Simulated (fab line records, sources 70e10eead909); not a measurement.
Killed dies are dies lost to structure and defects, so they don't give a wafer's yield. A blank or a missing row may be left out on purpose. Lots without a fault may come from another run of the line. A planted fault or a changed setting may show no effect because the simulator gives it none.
Which tool did it? | flow nand_harc | 21 lots, 63 wafers sampled, at 5 steps of a route of 1159

WHAT THE GAUGES READ, wafer by wafer
NHARC_A_WL_FILL_INSPECT_15.
lot  | measured     | on                | raw_defect_count
L074 | day 16 02:41 | defect_inspect-02 | 379 305 269
L075 | day 16 11:28 | defect_inspect-01 | 416 422 317
L077 | day 16 03:53 | defect_inspect-01 | 271 376 246
L079 | day 17 11:27 | defect_inspect-01 | 308 316 356
L080 | day 17 09:15 | defect_inspect-01 | 531 425 353
L078 | day 17 04:55 | defect_inspect-02 | 511 309 738
L081 | day 17 18:29 | defect_inspect-02 | 337 384 465
L082 | day 18 10:13 | defect_inspect-01 | 418 594 489
L083 | day 18 14:31 | defect_inspect-01 | 277 348 311
L085 | day 19 02:41 | defect_inspect-02 | 336 271 309
L087 | day 18 18:45 | defect_inspect-02 | 358 660 444
L086 | day 19 02:36 | defect_inspect-01 | 399 252 250
L089 | day 20 02:18 | defect_inspect-02 | 235 341 224
L088 | day 20 02:08 | defect_inspect-02 | 376 375 480
L091 | day 20 18:52 | defect_inspect-02 | 282 319 220
L092 | day 20 07:05 | defect_inspect-01 | 439 338 314
L090 | day 20 13:33 | defect_inspect-01 | 525 286 412
L094 | day 21 04:50 | defect_inspect-01 | 264 273 445
L096 | day 21 18:13 | defect_inspect-02 | 453 365 452
L095 | day 21 18:34 | defect_inspect-01 | 290 343 234
L097 | day 21 23:46 | defect_inspect-02 | 550 306 461

WHICH TOOL RAN EACH LOT (tool, then ch and the chambers of the sampled wafers, then the start)
lot  | NHARC_A_STAIRCASE_HM_OPEN_463                 | NHARC_A_STAIRCASE_ETCHBACK_422     | NHARC_A_SGD_CUT_ETCH_15                       | NHARC_A_WL_FILL_STRIP_29
L074 | rie_diel-07 ch 0,1,3, day 13 21:56 or earlier | rie_diel-07 ch 0,2,3, day 13 21:56 | rie_diel-04 ch 0,2,3, day 15 15:27 or earlier | rie_diel-09 ch 0,1,3, day 15 15:27
L075 | rie_diel-11 ch 0,1,2, day 13 21:47 or earlier | rie_diel-07 ch 0,1,2, day 13 21:47 | rie_diel-01 ch 0,2,3, day 15 21:58 or earlier | rie_diel-09 ch 0,2,3, day 15 21:58
L077 | rie_diel-07 ch 0,2, day 14 01:55 or earlier   | rie_diel-11 ch 1,2,3, day 14 01:55 | rie_diel-04 ch 0,2,3, day 15 15:33 or earlier | rie_diel-13 ch 1,3, day 15 15:33
L079 | rie_diel-03 ch 0,2,3, day 14 19:09 or earlier | rie_diel-07 ch 2,3, day 14 19:09   | rie_diel-01 ch 0,1,3, day 16 20:22 or earlier | rie_diel-13 ch 0,1,3, day 16 20:22
L080 | rie_diel-11 ch 1,2,3, day 14 20:29 or earlier | rie_diel-07 ch 0,1,3, day 14 20:29 | rie_diel-01 ch 0,1,2, day 16 17:17 or earlier | rie_diel-13 ch 0,1,3, day 16 17:17
L078 | rie_diel-07 ch 1,3, day 14 19:24 or earlier   | rie_diel-11 ch 0,1, day 14 19:24   | rie_diel-04 ch 2,3, day 16 17:22 or earlier   | rie_diel-09 ch 1,3, day 16 17:22
L081 | rie_diel-11 ch 1,2, day 15 01:28 or earlier   | rie_diel-07 ch 0,1, day 15 01:28   | rie_diel-10 ch 0,2,3, day 16 23:53 or earlier | rie_diel-06 ch 2,3, day 16 23:53
L082 | rie_diel-07 ch 2,3, day 15 19:01 or earlier   | rie_diel-03 ch 1,2,3, day 15 19:01 | rie_diel-04 ch 0,2,3, day 17 22:58 or earlier | rie_diel-09 ch 1,2, day 17 22:58
L083 | rie_diel-11 ch 0,1,3, day 15 20:20 or earlier | rie_diel-07 ch 0,2,3, day 15 20:20 | rie_diel-01 ch 1,2, day 17 22:55 or earlier   | rie_diel-06 ch 2,3, day 17 22:55
L085 | rie_diel-07 ch 2,3, day 16 20:20 or earlier   | rie_diel-03 ch 0,1,2, day 16 20:20 | rie_diel-10 ch 2,3, day 18 16:19 or earlier   | rie_diel-09 ch 2,3, day 18 16:19
L087 | rie_diel-07 ch 0,1,3, day 16 17:20 or earlier | rie_diel-11 ch 0,1, day 16 17:20   | rie_diel-10 ch 0,1,2, day 18 07:17 or earlier | rie_diel-13 ch 1,2, day 18 07:17
L086 | rie_diel-07 ch 0,2,3, day 16 17:05 or earlier | rie_diel-11 ch 0,1,2, day 16 17:05 | rie_diel-01 ch 1,2,3, day 18 15:23 or earlier | rie_diel-09 ch 0,1,3, day 18 15:23
L089 | rie_diel-07 ch 1,2,3, day 17 19:46 or earlier | rie_diel-07 ch 0,1,2, day 17 19:46 | rie_diel-04 ch 0,2, day 19 15:02 or earlier   | rie_diel-13 ch 1,2, day 19 15:02
L088 | rie_diel-03 ch 1,2, day 17 19:53 or earlier   | rie_diel-07 ch 2,3, day 17 19:53   | rie_diel-10 ch 2,3, day 19 14:56 or earlier   | rie_diel-09 ch 1,2,3, day 19 14:56
L091 | rie_diel-03 ch 0,1,2, day 18 06:22 or earlier | rie_diel-07 ch 0,2,3, day 18 06:22 | rie_diel-01 ch 0,2,3, day 20 00:42 or earlier | rie_diel-09 ch 0,1,2, day 20 00:42
L092 | rie_diel-07 ch 0,1,2, day 18 02:42 or earlier | rie_diel-11 ch 0,1,2, day 18 02:42 | rie_diel-01 ch 1,2,3, day 19 18:31 or earlier | rie_diel-13 ch 0,1,2, day 19 18:31
L090 | rie_diel-07 ch 1,2,3, day 18 04:30 or earlier | rie_diel-03 ch 0,2,3, day 18 04:30 | rie_diel-10 ch 0,2,3, day 19 21:37 or earlier | rie_diel-09 ch 1,3, day 19 21:37
L094 | rie_diel-07 ch 1,2,3, day 18 21:46 or earlier | rie_diel-07 ch 1,2,3, day 18 21:46 | rie_diel-04 ch 0,1,2, day 20 16:00 or earlier | rie_diel-06 ch 0,2,3, day 20 16:00
L096 | rie_diel-07 ch 1,2, day 19 10:46 or earlier   | rie_diel-03 ch 0,3, day 19 10:46   | rie_diel-10 ch 0,2,3, day 21 03:16 or earlier | rie_diel-06 ch 1,2, day 21 03:16
L095 | rie_diel-11 ch 0,1,2, day 19 11:05 or earlier | rie_diel-11 ch 1,2,3, day 19 11:05 | rie_diel-01 ch 0,3, day 21 03:17 or earlier   | rie_diel-13 ch 1,2, day 21 03:17
L097 | rie_diel-03 ch 1,2,3, day 19 17:38 or earlier | rie_diel-11 ch 0,2,3, day 19 17:38 | rie_diel-01 ch 1,2,3, day 21 10:04 or earlier | rie_diel-06 ch 1,2,3, day 21 10:04
- NHARC_A_STAIRCASE_HM_OPEN_463: chemistry O2/COS.
- NHARC_A_STAIRCASE_ETCHBACK_422: etches the open film in CH3F/O2, target depth 40 nm, time 74.286 s.
- NHARC_A_SGD_CUT_ETCH_15: etches the open film in CH3F/O2, target depth 75 nm, time 64.3 s.
- NHARC_A_WL_FILL_STRIP_29: strips in O2, time 20 s.

WHAT THE TOOLS THEMSELVES READ (means of the sampled wafers that have a number; where no wafer has one, the mark that the record gives instead)
NHARC_A_STAIRCASE_HM_OPEN_463.
lot  | tool        | drypump_motor_current_A (A) | oes_product_au (a.u.) | rf_vpp_V (V) | showerhead_plenum_p_Torr (Torr) | throttle_valve_pct (%)
L074 | rie_diel-07 | 5.7                         | 1.003                 | 468.1        | 3.15                            | 28.331
L075 | rie_diel-11 | 6.0                         | 0.995                 | 466.0        | 3.08                            | 28.331
L077 | rie_diel-07 | 5.6                         | 1.010                 | 467.5        | 3.15                            | 28.333
L079 | rie_diel-03 | 6.0                         | 1.002                 | 469.0        | 3.21                            | 28.328
L080 | rie_diel-11 | 5.8                         | 1.005                 | 466.1        | 3.05                            | 28.332
L078 | rie_diel-07 | 6.1                         | 1.010                 | 467.1        | 3.11                            | 28.338
L081 | rie_diel-11 | 6.1                         | 1.007                 | 467.7        | 3.12                            | 28.320
L082 | rie_diel-07 | 5.5                         | 0.989                 | 467.4        | 3.10                            | 28.333
L083 | rie_diel-11 | 6.0                         | 0.982                 | 466.7        | 3.09                            | 28.328
L085 | rie_diel-07 | 5.5                         | 0.994                 | 466.6        | 3.10                            | 28.329
L087 | rie_diel-07 | 5.7                         | 1.015                 | 466.9        | 3.14                            | 28.319
L086 | rie_diel-07 | 5.5                         | 1.001                 | 467.1        | 3.12                            | 28.336
L089 | rie_diel-07 | 6.0                         | 0.998                 | 466.4        | 3.09                            | 28.320
L088 | rie_diel-03 | 5.1                         | 1.000                 | 469.7        | 3.22                            | 28.330
L091 | rie_diel-03 | 5.4                         | 0.993                 | 469.3        | 3.24                            | 28.341
L092 | rie_diel-07 | 6.0                         | 1.015                 | 466.9        | 3.10                            | 28.331
L090 | rie_diel-07 | 6.0                         | 1.000                 | 466.4        | 3.08                            | 28.331
L094 | rie_diel-07 | 6.0                         | 1.016                 | 465.9        | 3.08                            | 28.330
L096 | rie_diel-07 | 6.5                         | 1.014                 | 466.0        | 3.06                            | 28.326
L095 | rie_diel-11 | 6.0                         | 1.001                 | 465.5        | 3.06                            | 28.332
L097 | rie_diel-03 | 5.8                         | 1.013                 | 468.8        | 3.18                            | 28.332

NHARC_A_STAIRCASE_ETCHBACK_422.
lot  | tool        | drypump_motor_current_A (A) | oes_product_au (a.u.) | rf_vpp_V (V) | showerhead_plenum_p_Torr (Torr) | throttle_valve_pct (%)
L074 | rie_diel-07 | 5.5                         | 0.93                  | 243.9        | 2.46                            | 20.655
L075 | rie_diel-07 | 6.1                         | 1.00                  | 244.8        | 2.45                            | 20.659
L077 | rie_diel-11 | 5.8                         | 0.93                  | 243.7        | 2.40                            | 20.660
L079 | rie_diel-07 | 5.4                         | 0.92                  | 243.4        | 2.44                            | 20.670
L080 | rie_diel-07 | 5.7                         | 0.93                  | 244.0        | 2.47                            | 20.664
L078 | rie_diel-11 | 6.3                         | 0.99                  | 244.5        | 2.48                            | 20.663
L081 | rie_diel-07 | 6.2                         | 0.93                  | 244.8        | 2.46                            | 20.658
L082 | rie_diel-03 | 5.7                         | 0.93                  | 245.2        | 2.51                            | 20.667
L083 | rie_diel-07 | 5.5                         | 0.93                  | 244.2        | 2.45                            | 20.660
L085 | rie_diel-03 | 5.4                         | 1.00                  | 246.0        | 2.55                            | 20.665
L087 | rie_diel-11 | 6.3                         | 1.00                  | 245.7        | 2.47                            | 20.663
L086 | rie_diel-11 | 6.0                         | 1.01                  | 243.1        | 2.41                            | 20.673
L089 | rie_diel-07 | 6.0                         | 1.02                  | 243.7        | 2.44                            | 20.656
L088 | rie_diel-07 | 5.5                         | 0.92                  | 243.6        | 2.43                            | 20.665
L091 | rie_diel-07 | 5.5                         | 1.00                  | 244.0        | 2.45                            | 20.659
L092 | rie_diel-11 | 6.0                         | 1.00                  | 243.9        | 2.40                            | 20.660
L090 | rie_diel-03 | 6.0                         | 0.99                  | 245.1        | 2.51                            | 20.659
L094 | rie_diel-07 | 6.0                         | 0.99                  | 243.1        | 2.42                            | 20.674
L096 | rie_diel-03 | 6.0                         | 1.00                  | 244.1        | 2.50                            | 20.664
L095 | rie_diel-11 | 5.8                         | 0.93                  | 243.4        | 2.38                            | 20.659
L097 | rie_diel-11 | 5.7                         | 0.92                  | 242.9        | 2.35                            | 20.660

NHARC_A_SGD_CUT_ETCH_15.
lot  | tool        | drypump_motor_current_A (A) | oes_product_au (a.u.) | rf_vpp_V (V) | showerhead_plenum_p_Torr (Torr) | throttle_valve_pct (%)
L074 | rie_diel-04 | 5.6                         | 0.982                 | 265.9        | 2.56                            | 20.663
L075 | rie_diel-01 | 5.8                         | 0.918                 | 263.5        | 2.45                            | 20.661
L077 | rie_diel-04 | 5.6                         | 0.974                 | 264.8        | 2.56                            | 20.666
L079 | rie_diel-01 | 6.4                         | 0.969                 | 264.3        | 2.50                            | 20.667
L080 | rie_diel-01 | 5.8                         | 0.971                 | 264.7        | 2.52                            | 20.668
L078 | rie_diel-04 | 6.0                         | 0.982                 | 266.0        | 2.58                            | 20.661
L081 | rie_diel-10 | 5.8                         | 0.963                 | 263.4        | 2.40                            | 20.667
L082 | rie_diel-04 | 5.6                         | 0.977                 | 265.5        | 2.56                            | 20.652
L083 | rie_diel-01 | 5.8                         | 0.954                 | 264.9        | 2.52                            | 20.662
L085 | rie_diel-10 | 5.8                         | 0.954                 | 262.7        | 2.39                            | 20.666
L087 | rie_diel-10 | 5.8                         | 0.962                 | 263.1        | 2.43                            | 20.666
L086 | rie_diel-01 | 5.9                         | 0.969                 | 263.7        | 2.44                            | 20.663
L089 | rie_diel-04 | 5.1                         | 0.979                 | 265.2        | 2.53                            | 20.665
L088 | rie_diel-10 | 5.8                         | 0.959                 | 263.6        | 2.39                            | 20.661
L091 | rie_diel-01 | 5.9                         | 0.980                 | 264.5        | 2.44                            | 20.666
L092 | rie_diel-01 | 5.9                         | 0.971                 | 263.0        | 2.44                            | 20.661
L090 | rie_diel-10 | 5.7                         | 0.948                 | 262.8        | 2.40                            | 20.660
L094 | rie_diel-04 | 5.4                         | 0.978                 | 264.7        | 2.56                            | 20.666
L096 | rie_diel-10 | 5.8                         | 0.952                 | 263.2        | 2.40                            | 20.663
L095 | rie_diel-01 | 6.3                         | 0.974                 | 264.4        | 2.49                            | 20.671
L097 | rie_diel-01 | 5.9                         | 0.964                 | 263.4        | 2.44                            | 20.661

NHARC_A_WL_FILL_STRIP_29.
lot  | tool        | drypump_motor_current_A (A) | oes_product_au (a.u.) | rf_vpp_V (V) | showerhead_plenum_p_Torr (Torr) | throttle_valve_pct (%)
L074 | rie_diel-09 | 5.5                         | 0.986                 | 57.3         | 3.61                            | 17.040
L075 | rie_diel-09 | 5.6                         | 1.008                 | 57.5         | 3.50                            | 17.037
L077 | rie_diel-13 | 6.5                         | 0.991                 | 58.0         | 3.58                            | 17.042
L079 | rie_diel-13 | 6.2                         | 0.998                 | 57.2         | 3.52                            | 17.045
L080 | rie_diel-13 | 6.2                         | 0.996                 | 58.2         | 3.52                            | 17.045
L078 | rie_diel-09 | 5.3                         | 0.986                 | 58.2         | 3.74                            | 17.044
L081 | rie_diel-06 | 6.3                         | 0.997                 | 57.9         | 3.44                            | 17.030
L082 | rie_diel-09 | 5.6                         | 1.012                 | 57.5         | 3.55                            | 17.033
L083 | rie_diel-06 | 6.0                         | 0.996                 | 57.2         | 3.37                            | 17.036
L085 | rie_diel-09 | 5.6                         | 1.000                 | 58.1         | 3.61                            | 17.035
L087 | rie_diel-13 | 6.0                         | 0.997                 | 57.3         | 3.42                            | 17.038
L086 | rie_diel-09 | 5.5                         | 1.000                 | 57.8         | 3.61                            | 17.041
L089 | rie_diel-13 | 6.0                         | 1.000                 | 57.5         | 3.42                            | 17.038
L088 | rie_diel-09 | 5.5                         | 1.004                 | 58.6         | 3.63                            | 17.037
L091 | rie_diel-09 | 5.5                         | 1.002                 | 58.2         | 3.53                            | 17.031
L092 | rie_diel-13 | 6.0                         | 0.991                 | 57.6         | 3.44                            | 17.036
L090 | rie_diel-09 | 5.4                         | 0.996                 | 57.8         | 3.72                            | 17.039
L094 | rie_diel-06 | 6.0                         | 1.012                 | 58.1         | 3.53                            | 17.046
L096 | rie_diel-06 | 5.6                         | 1.011                 | 58.3         | 3.33                            | 17.043
L095 | rie_diel-13 | 5.9                         | 1.004                 | 59.1         | 3.50                            | 17.035
L097 | rie_diel-06 | 5.9                         | 1.013                 | 57.4         | 3.40                            | 17.039

THE ANSWER, worked out from the rows above alone
Rule: what is usual is taken from the lots themselves. Put in order of their means at a reading, lots are off if they are a third of the lots or fewer, leave a main group of 4 or more, and stand apart from it by a gap of 3 or more times the standard deviation of the main group's means; of several such gaps the widest counts. A main group whose means are all the same, to the digits that the tables above print for the reading, isn't used. A lot without any number at a reading at which 4 lots or more have one is off too. The other lots that the step has rows for count as sound. The gauges are gone through in route order, then the tools' own readings, and for those a lot's mean is taken as printed above. The first step at which some lot is off is used, and at that step the reading that is off furthest; a lot without a number counts as furthest.
No lot is off at any reading shown: from this, nothing can be told.

WHAT THE SIMULATOR HAD PUT IN
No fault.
